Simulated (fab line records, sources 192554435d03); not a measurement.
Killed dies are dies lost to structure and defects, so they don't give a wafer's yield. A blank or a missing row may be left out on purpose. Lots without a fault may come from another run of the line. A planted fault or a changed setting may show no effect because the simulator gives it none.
Chamber matching | flow n5_finfet | N5_SDB_ETCH_18 on rie_diel-02: 4 sister chambers
The step etches SOC in N2/H2, target depth 100 nm, overetch 20 nm, time 150 s. 4 wafers are shown with their chamber, then 11 later ones without.

WAFERS WITH THEIR CHAMBER
wafer  | chamber | drypump_motor_current_A (A)
L086.4 | 3       | 5.7
L091.5 | 1       | 5.3
L091.6 | 2       | 6.2
L093.2 | 0       | 5.8

WAFERS WITHOUT THEIR CHAMBER
wafer  | drypump_motor_current_A (A)
L093.4 | 5.2
L093.6 | 5.3
L092.1 | 5.7
L092.2 | 5.2
L092.3 | 6.2
L094.3 | 5.3
L094.5 | 6.2
L094.6 | 5.2
L097.1 | 5.6
L097.3 | 5.2
L097.6 | 5.8

WHICH CHAMBER EACH WENT THROUGH
wafer  | from the rows above     | in truth
L093.4 | 1                       | 1
L093.6 | 1                       | 1
L092.1 | can't be placed: 3 or 0 | 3
L092.2 | 1                       | 1
L092.3 | 2                       | 2
L094.3 | 1                       | 1
L094.5 | 2                       | 2
L094.6 | 1                       | 1
L097.1 | can't be placed: 3 or 0 | 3
L097.3 | 1                       | 1
L097.6 | can't be placed: 0 or 3 | 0
Placed correctly: 8 of 11. Can't be placed from these rows: 3 (the true chamber is among the candidates in 3). Placed wrongly: 0.
How it was worked out, from the rows above alone: a wafer's distance from a chamber is the root of the sum, over the readings, of the square of ((its reading less the chamber's mean) divided by the reading's scatter). The wafer belongs to the nearest chamber; if the next one is less than 2 further off, it can't be placed. A chamber's mean is the mean of its shown wafers. The scatter: with one shown wafer a chamber, the root of the mean of the squares of how far each hidden wafer lies from its nearest shown one.
